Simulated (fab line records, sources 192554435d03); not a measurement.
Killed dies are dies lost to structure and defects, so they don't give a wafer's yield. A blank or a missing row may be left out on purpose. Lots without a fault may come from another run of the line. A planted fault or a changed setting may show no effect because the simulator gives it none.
fab line records | flow n5_finfet
record lots=11 wafers=32 last_day=18
route steps=1938 shown BEOL_M1@814 BEOL_M4@1111 PASSIVATION@1936
lots that met no fault: from a run of the same line without faults
start_h: hours from the record's first day to the start of the lot's first wafer shown | wait_h: hours since the lot's step before | " the same as in the row above | L1.1+2: a row that stands for several wafers | - no value, or no start given | * or withheld: withheld | < > ~ a bound
route shown NAME@n: a module of which the file shows steps, and the number in the route of the first | usual: mean/standard deviation of fault-free wafers | same: alike in all rows | chamber/n: place in a boat | sites: the reading at each site | _std_site: their standard deviation | _edge_site: outer sites' mean less inner sites' | radius_mm: how far each site lies from the wafer's centre | mask NAME#n: copy n | behind: the tool/chamber that last shaped the wafer | hold: why the lot was held/for how many hours/how that ended | device: the transistor (n, p or np) that didn't switch | end of line: the same wafers' tests at the end of the route | a step without rows: its recipe alone | killed: dies lost to structure and defects at the first sort, not the wafer's yield | map: a wafer's dies, x killed, . not, _ none there
set.NAME: the setting as run; set.NAME@STEP: as run at that earlier step | model.NAME: the simulator's own value behind a step, which no gauge read
steps of the route over a sample of lots; a table a step, a row a wafer
services: from which hour (start_h, from the record's first day; less than 0 if before it) a tool's chamber was out of use, for how many hours, and why
## steps
# step N5_BEOL_M1_SPUTTER_48
# recipe material=Cu target_thk_a=45 temp_c=-20 chamber_pressure_pa=0.07 power_w=withheld time_s=8.29
# usual chamber_pressure_pa=0.07/0.00013 chuck_gas_flow_sccm=1.26/0.056 substrate_temp_c=-20.00/0.11 throttle_valve_pct=29.8/0.9
# columns lot.wafer tool chamber start_h wait_h chamber_pressure_pa chuck_gas_flow_sccm substrate_temp_c throttle_valve_pct
L162.1 pvd_sputter-02 - 142.95 0.1 0.07 1.18 -20.05 31.0
L162.3 " - " " 0.06997 1.32 -20.12 29.7
L162.5 " - " " 0.06991 1.27 -19.99 30.0
L164.3 pvd_sputter-03 - 154.28 0.1 0.07 1.26 -20.09 30.8
L164.4 " - " " 0.07025 1.22 -19.99 28.4
L164.6 " - " " 0.07011 1.27 -20.11 28.9
L166.1 pvd_sputter-03 - 171.00 1.7 0.06991 1.29 -19.85 30.9
L166.4 " - " " 0.06985 1.21 -20.13 28.6
L166.6 " - " " 0.06997 1.30 -20.16 30.4
L168.3 pvd_sputter-03 - 176.74 0.1 0.06992 1.19 -20.13 30.6
L168.5 " - " " 0.07014 1.25 -19.85 30.4
L168.6 " - " " 0.07003 1.21 -20.10 31.0
L174.1 pvd_sputter-03 - 209.83 0.2 0.06984 1.26 -19.98 29.1
L174.3 " - " " 0.07007 1.32 -19.95 30.7
L174.5 " - " " 0.07028 1.25 -20.08 30.4
L176.1 pvd_sputter-03 - 218.87 0.1 0.07011 1.27 -19.89 29.0
L176.5 " - " " 0.07018 1.34 -20.01 29.0
L176.6 " - " " 0.0701 1.36 -19.98 28.5
L178.1 pvd_sputter-02 - 238.23 1.7 0.07004 1.26 -20.09 30.1
L178.2 " - " " 0.06995 1.25 -20.19 30.8
L178.4 " - " " 0.06997 1.24 -19.98 30.2
L179.1 pvd_sputter-03 - 244.75 0.1 0.06985 1.22 -19.96 28.4
L179.2 " - " " 0.0702 1.25 -20.02 29.2
L179.3 " - " " 0.07 1.30 -20.11 30.5
L180.1 pvd_sputter-03 - 247.09 0.1 0.07008 1.29 -19.98 30.3
L180.3 " - " " 0.07033 1.33 -20.02 29.1
L180.4 " - " " 0.07024 1.24 -20.00 28.5
L182.2 pvd_sputter-01 - 263.73 0.1 0.06992 1.24 -19.99 27.9
L182.5 " - " " 0.07025 1.31 -19.83 28.3
L182.6 " - " " 0.06983 1.24 -19.98 28.9
L184.2 pvd_sputter-03 - 273.93 0.1 0.07 1.32 -19.98 30.6
L184.5 " - " " 0.06996 1.20 -20.21 28.6
# step N5_BEOL_M1_SPUTTER_79
# recipe material=Cu target_thk_a=45 temp_c=-20 chamber_pressure_pa=0.07 power_w=withheld time_s=8.29
# usual chamber_pressure_pa=0.07001/0.00015 chuck_gas_flow_sccm=1.25/0.05 substrate_temp_c=-19.99/0.095 throttle_valve_pct=29.7/0.87
# columns lot.wafer tool chamber start_h wait_h chamber_pressure_pa chuck_gas_flow_sccm substrate_temp_c throttle_valve_pct
L162.1 pvd_sputter-02 - 143.17 0.1 0.06994 1.25 -20.02 30.4
L162.3 " - " " 0.07014 1.28 -19.97 29.7
L162.5 " - " " 0.06992 1.35 -19.94 29.8
L164.3 pvd_sputter-03 - 154.52 0.1 0.07015 1.34 -19.90 30.3
L164.4 " - " " 0.07043 1.14 -20.04 28.6
L164.6 " - " " 0.07028 1.26 -20.13 28.4
L166.1 pvd_sputter-03 - 171.22 0.1 0.07003 1.20 -19.97 30.8
L166.4 " - " " 0.07029 1.32 -19.93 28.4
L166.6 " - " " 0.06977 1.30 -20.02 30.8
L168.3 pvd_sputter-03 - 176.96 0.1 0.07005 1.26 -20.09 30.7
L168.5 " - " " 0.07008 1.30 -19.80 30.6
L168.6 " - " " 0.07018 1.19 -19.94 30.7
L174.1 pvd_sputter-03 - 210.05 0.1 0.06995 1.28 -19.91 29.3
L174.3 " - " " 0.07008 1.23 -19.92 30.6
L174.5 " - " " 0.07033 1.28 -19.90 30.4
L176.1 pvd_sputter-03 - 219.09 0.1 0.06969 1.24 -20.14 29.4
L176.5 " - " " 0.06993 1.17 -20.01 29.6
L176.6 " - " " 0.07004 1.24 -20.08 28.5
L178.1 pvd_sputter-02 - 238.45 0.1 0.06997 1.24 -19.95 30.0
L178.2 " - " " 0.07006 1.27 -19.92 30.9
L178.4 " - " " 0.07015 1.18 -20.17 29.6
L179.1 pvd_sputter-03 - 244.97 0.1 0.07008 1.28 -20.13 28.8
L179.2 " - " " 0.07016 1.24 -20.14 29.2
L179.3 " - " " 0.06976 1.34 -19.92 30.4
L180.1 pvd_sputter-03 - 247.31 0.1 0.06996 1.26 -19.97 30.8
L180.3 " - " " 0.06993 1.27 -20.05 29.2
L180.4 " - " " 0.07006 1.26 -20.01 28.9
L182.2 pvd_sputter-01 - 263.95 0.1 0.06998 1.25 -20.16 28.1
L182.5 " - " " 0.06999 1.21 -19.90 28.3
L182.6 " - " " 0.07004 1.25 -19.88 28.6
L184.2 pvd_sputter-03 - 274.15 0.1 0.07024 1.23 -19.98 30.6
L184.5 " - " " 0.07017 1.22 -19.88 28.4
# step N5_BEOL_M1_ANNEAL_80
# recipe temp_c=400 time_s=240 ambient=vacuum
# usual heater_power_w=836/60
# columns lot.wafer tool chamber start_h wait_h heater_power_w
L162.1 pvd_sputter-02 - 143.25 0.0 795
L162.3 " - " " 892
L162.5 " - " " 899
L164.3 pvd_sputter-03 - 154.61 0.0 842
L164.4 " - " " 927
L164.6 " - " " 894
L166.1 pvd_sputter-03 - 171.30 0.0 746
L166.4 " - " " 898
L166.6 " - " " 851
L168.3 pvd_sputter-03 - 177.04 0.0 699
L168.5 " - " " 838
L168.6 " - " " 726
L174.1 pvd_sputter-03 - 210.13 0.0 807
L174.3 " - " " 852
L174.5 " - " " 840
L176.1 pvd_sputter-03 - 219.17 0.0 832
L176.5 " - " " 812
L176.6 " - " " 874
L178.1 pvd_sputter-02 - 238.53 0.0 868
L178.2 " - " " 767
L178.4 " - " " 896
L179.1 pvd_sputter-03 - 245.05 0.0 890
L179.2 " - " " 824
L179.3 " - " " 871
L180.1 pvd_sputter-03 - 247.39 0.0 872
L180.3 " - " " 812
L180.4 " - " " 884
L182.2 pvd_sputter-01 - 264.03 0.0 940
L182.5 " - " " 929
L182.6 " - " " 875
L184.2 pvd_sputter-03 - 274.23 0.0 846
L184.5 " - " " 863
# step N5_BEOL_M1_SPUTTER_88
# recipe material=Cu target_thk_a=45 temp_c=-20 chamber_pressure_pa=0.07 power_w=withheld time_s=8.29
# usual chamber_pressure_pa=0.06999/0.00013 chuck_gas_flow_sccm=1.26/0.055 substrate_temp_c=-20.00/0.098 throttle_valve_pct=29.8/0.88
# columns lot.wafer tool chamber start_h wait_h chamber_pressure_pa chuck_gas_flow_sccm substrate_temp_c throttle_valve_pct
L162.1 pvd_sputter-02 - 143.83 0.1 0.07003 1.26 -19.95 30.6
L162.3 " - " " 0.06995 1.20 -20.07 30.1
L162.5 " - " " 0.0697 1.31 -20.05 29.7
L164.3 pvd_sputter-03 - 155.24 0.1 0.07005 1.22 -19.89 30.3
L164.4 " - " " 0.07003 1.27 -19.78 28.7
L164.6 " - " " 0.06998 1.24 -19.89 28.6
L166.1 pvd_sputter-03 - 171.88 0.1 - - - -
L166.4 " - " " - - - -
L166.6 " - " " - - - -
L168.3 pvd_sputter-03 - 177.62 0.1 - - - -
L168.5 " - " " - - - -
L168.6 " - " " - - - -
L174.1 pvd_sputter-03 - 210.71 0.1 0.07022 1.34 -19.78 29.4
L174.3 " - " " 0.07018 1.20 -19.95 30.6
L174.5 " - " " 0.07017 1.27 -19.92 30.4
L176.1 pvd_sputter-03 - 219.75 0.1 0.07003 1.31 -20.02 29.4
L176.5 " - " " 0.07004 1.27 -20.01 29.3
L176.6 " - " " 0.0699 1.30 -20.14 28.6
L178.1 pvd_sputter-02 - 239.11 0.1 0.06999 1.32 -20.09 30.2
L178.2 " - " " 0.07004 1.27 -20.04 30.7
L178.4 " - " " 0.06988 1.32 -19.99 29.7
L179.1 pvd_sputter-03 - 245.63 0.1 0.06989 1.30 -20.11 28.9
L179.2 " - " " 0.07014 1.28 -19.98 29.2
L179.3 " - " " 0.07005 1.34 -20.17 30.6
L180.1 pvd_sputter-03 - 247.97 0.1 0.07021 1.32 -20.03 30.5
L180.3 " - " " 0.06989 1.16 -20.00 29.2
L180.4 " - " " 0.06998 1.26 -20.06 28.5
L182.2 pvd_sputter-01 - 264.61 0.1 0.06967 1.30 -20.04 28.2
L182.5 " - " " 0.0699 1.19 -19.93 28.3
L182.6 " - " " 0.06996 1.27 -20.06 28.6
L184.2 pvd_sputter-03 - 274.81 0.1 0.06982 1.24 -20.16 30.9
L184.5 " - " " 0.06999 1.24 -20.07 28.7
# step N5_BEOL_M4_RC_MEAS_101
# usual DIBL_N=36.0/2.5 DIBL_P=36.2/3 IOFF_N=0.16/0.044 IOFF_P=0.21/0.049 ION_N=671/15 ION_P=461/8.7 SS_N=71.5/0.72 SS_P=73.4/0.9 VT_N=251/4.4 VT_P=-250/4
# columns lot.wafer tool chamber start_h wait_h DIBL_N[mV/V] DIBL_P[mV/V] IOFF_N[nA/um] IOFF_P[nA/um] ION_N[uA/um] ION_P[uA/um] SS_N[mV/dec] SS_P[mV/dec] VT_N[mV] VT_P[mV]
L162.1 prober-02 0 189.25 0.6 34.6 36.4 0.13 0.19 652 449 71.9 73.2 254 -252
L162.3 " 0 " " 33.6 35.3 0.13 0.17 660 452 71.7 73.2 253 -253
L162.5 " 0 " " 33.5 35.5 0.13 0.18 652 447 72.0 73.0 254 -255
L164.3 prober-02 0 206.96 0.3 32.7 34.3 0.12 0.18 656 455 70.9 72.2 252 -249
L164.4 " 0 " " 37.3 40.0 0.20 0.24 677 459 72.3 74.3 247 -249
L164.6 " 0 " " 35.7 38.5 0.16 0.24 663 461 71.7 74.3 253 -247
L166.1 prober-02 0 215.26 0.0 41.4 41.8 0.26 0.29 697 466 72.5 75.0 245 -246
L166.4 " 0 " " 38.8 39.1 0.19 0.24 673 457 73.0 74.2 247 -249
L166.6 " 0 " " 39.2 39.7 0.20 0.24 690 468 72.9 75.1 248 -251
L174.1 prober-01 0 258.40 0.0 36.0 36.7 0.15 0.22 671 461 71.7 73.2 252 -247
L174.3 " 0 " " 36.6 38.2 0.17 0.24 686 471 71.6 74.0 250 -244
L174.5 " 0 " " 35.9 35.8 0.15 0.19 658 450 72.3 73.3 254 -253
L176.1 prober-02 0 275.70 0.0 34.1 35.5 0.13 0.21 669 466 71.0 73.4 251 -248
L176.5 " 0 " " 37.7 38.3 0.21 0.25 676 466 72.5 74.1 247 -247
L176.6 " 0 " " 34.2 35.0 0.14 0.20 667 466 71.3 73.2 249 -252
L179.1 prober-01 0 285.81 0.0 35.9 37.7 0.18 0.26 676 469 71.0 73.7 248 -244
L179.2 " 0 " " 34.4 35.8 0.14 0.22 655 460 70.9 73.8 255 -248
L179.3 " 0 " " 36.0 37.3 0.18 0.24 677 469 72.3 73.8 248 -247
L180.1 prober-01 0 286.74 0.4 33.0 31.1 0.10 0.15 653 454 71.0 71.9 258 -255
L180.3 " 0 " " 32.5 31.6 0.10 0.15 643 447 70.5 72.3 259 -253
L180.4 " 0 " " 35.2 35.9 0.14 0.21 668 456 71.3 73.8 250 -251
L178.1 prober-02 0 301.68 0.0 36.5 36.2 0.14 0.20 670 456 71.0 73.2 250 -254
L178.2 " 0 " " 40.5 40.6 0.22 0.27 674 460 72.4 74.5 246 -248
L178.4 " 0 " " 36.9 37.0 0.14 0.22 665 464 71.9 74.0 253 -250
L182.2 prober-01 0 309.42 0.6 36.4 36.3 0.17 0.25 678 473 72.1 73.6 251 -248
L182.5 " 0 " " 39.7 40.5 0.26 0.34 698 475 72.2 74.3 242 -244
L182.6 " 0 " " 34.3 32.5 0.13 0.18 672 460 70.5 72.5 251 -249
L184.2 prober-02 0 318.85 0.2 37.1 38.2 0.17 0.21 685 470 71.1 74.5 253 -253
L184.5 " 0 " " 34.0 34.5 0.12 0.16 675 460 70.8 73.5 252 -258
# step N5_PASSIVATION_PROBE_49
# usual defect_limited_yield=91.7/1.4 killed_at_M0_to_M3=31/11 killed_at_M4_up=13/4.6 killed_at_contacts=13/6.7 killed_at_front_end=39/9.6 killed_at_other=3.5/2.8 killed_dies=98/16 killed_open=64/11 killed_short=33/8.5 sort_bin_5_function=4.9/0.96 sort_bin_6_memory=3.1/0.59 sort_bin_8_speed=0.2/1.3 sort_n_pass=1080/23
# same gross_dies=1180 killed_at_back_side=0 sort_bin_4_leakage[%]=0
# columns lot.wafer tool chamber start_h wait_h defect_limited_yield[%] killed_at_M0_to_M3 killed_at_M4_up killed_at_contacts killed_at_front_end killed_at_other killed_dies killed_open killed_short sort_bin_5_function[%] sort_bin_6_memory[%] sort_bin_8_speed[%] sort_n_pass
L166.1 prober-02 - 326.48 0.8 92.6 29 19 3 34 2 87 61 17 4.6 2.5 0 1093
L166.4 prober-02 - 326.63 0.9 92.7 35 15 7 25 4 86 50 31 4.7 2.4 0 1094
L166.6 prober-02 - 326.73 1.0 93.1 27 12 8 33 1 81 53 21 3.9 2.9 0 1099
# killed by level:class
L166.1 BEOL_M1:interface_void_opened=9 STI_FIN_REVEAL:geometric_particle:open=8 DUMMY_GATE:geometric_particle:open=8 BEOL_M2:geometric_particle:open=7 BEOL_M3:geometric_particle:open=7 BEOL_M4:geometric_particle:open=7 BEOL_M6:geometric_particle:open=5 FIN_SAQP:geometric_particle:short=3
L166.4 BEOL_M1:geometric_particle:open=8 STI_FIN_REVEAL:geometric_particle:open=7 BEOL_M4:geometric_particle:open=7 BEOL_M0_SAQP:geometric_particle:short=6 MOL_CONTACT_COAG:geometric_particle:open=5 BEOL_M1:interface_void_opened=5 FIN_SAQP:geometric_particle:short=3 GATE_CUT:geometric_particle:short=3
L166.6 STI_FIN_REVEAL:geometric_particle:open=13 BEOL_M1:interface_void_opened=7 MOL_CONTACT_COAG:geometric_particle:open=6 BEOL_M1:geometric_particle:open=5 BEOL_M4:geometric_particle:short=5 BEOL_M4:geometric_particle:open=5 DUMMY_GATE:geometric_particle:open=4 GATE_CUT:geometric_particle:short=4
## services
# columns tool chamber start_h hours kind
pvd_sputter-02 - 134.70 2.2 repair
pvd_sputter-01 - 138.71 1.8 repair
## key
first_sign step=N5_BEOL_M1_SPUTTER_88 reading=tool_record direction=missing
effect none on later readings
met_at N5_BEOL_M1_SPUTTER_88
struck_lots L166,L168
rows_end L168.3,L168.5,L168.6
not_acting_at N5_BEOL_M1_SPUTTER_48,N5_BEOL_M1_SPUTTER_79,N5_BEOL_M1_ANNEAL_80
onset_between 155.24 171.88
fault kind=skipped_step_whole tool=pvd_sputter-03 chamber=- onset_h=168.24 steps=N5_BEOL_M1_SPUTTER_88 scope=struck_lots_only
# rows_end: these wafers met a further fault down the route, and their rows from its step on are left out
